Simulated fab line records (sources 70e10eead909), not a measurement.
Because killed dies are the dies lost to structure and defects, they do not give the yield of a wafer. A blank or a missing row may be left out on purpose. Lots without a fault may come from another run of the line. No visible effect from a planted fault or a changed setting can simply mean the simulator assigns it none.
Which of the tools did it?	flow nand-harc	6 lots, 18 wafers sampled, at 3 steps of a route of 1159

WHAT EACH GAUGE READ, for each wafer
NHARC_P_STI_CD_MEAS_16.
lot	measured	on	cd-nm (nm)
L875	day 2 17:46	cd-sem-02	197 202 204
L877	day 3 03:41	cd-sem-03	201 201 205
L882	day 4 13:03	cd-sem-01	201 197 199
L884	day 4 20:52	cd-sem-03	193 199 198
L889	day 6 10:54	cd-sem-03	195 201 200
L895	day 7 17:32	cd-sem-02	195 194 199

WHICH TOOL RAN EACH LOT (tool, then ch and the chambers of the sampled wafers, then the start)
lot	NHARC_P_ZERO_WELL_ETCH_65	NHARC_P_STI_ETCH_42
L875	rie-diel-09 ch 1,2,3, day 1 19:29	rie-diel-12 ch 1,2,3, day 2 17:25
L877	rie-diel-04 ch 0,1,3, day 2 07:33	rie-diel-08 ch 0,2,3, day 3 03:18
L882	rie-diel-09 ch 0,1,2, day 3 13:29	rie-diel-08 ch 0,1,3, day 4 12:42
L884	rie-diel-09 ch 0,3, day 4 01:29	rie-diel-08 ch 0,2,3, day 4 20:31
L889	rie-diel-04 ch 0,1, day 5 07:39	rie-diel-12 ch 0,2, day 6 10:31
L895	rie-diel-09 ch 0,1, day 6 19:32	rie-diel-12 ch 1,2,3, day 7 17:11
- NHARC_P_ZERO_WELL_ETCH_65: etches the open film in N2/H2, target depth 80 nm, overetch 24 nm, time 87.88 s.
- NHARC_P_STI_ETCH_42: etches the open film in N2/H2, target depth 80 nm, overetch 24 nm, time 61 s.

THE ANSWER, worked out from the rows above alone
Rule: usual is defined by the lots themselves. Put in order of their means at a reading, lots are off if they are a third of the lots or fewer, leave a main group of 4 or more, and stand apart from it by a gap of 3 or more times the standard deviation of the main group's means; of several such gaps the widest counts. A main group is skipped when, at the precision printed for the reading in the tables above, its means are all equal. A lot without any number at a reading at which 4 lots or more have one is off too. Any other lot the step has rows for is counted as sound.
Across all readings shown, no lot is off: no conclusion can be drawn from this.

WHAT THE SIMULATOR PUT IN
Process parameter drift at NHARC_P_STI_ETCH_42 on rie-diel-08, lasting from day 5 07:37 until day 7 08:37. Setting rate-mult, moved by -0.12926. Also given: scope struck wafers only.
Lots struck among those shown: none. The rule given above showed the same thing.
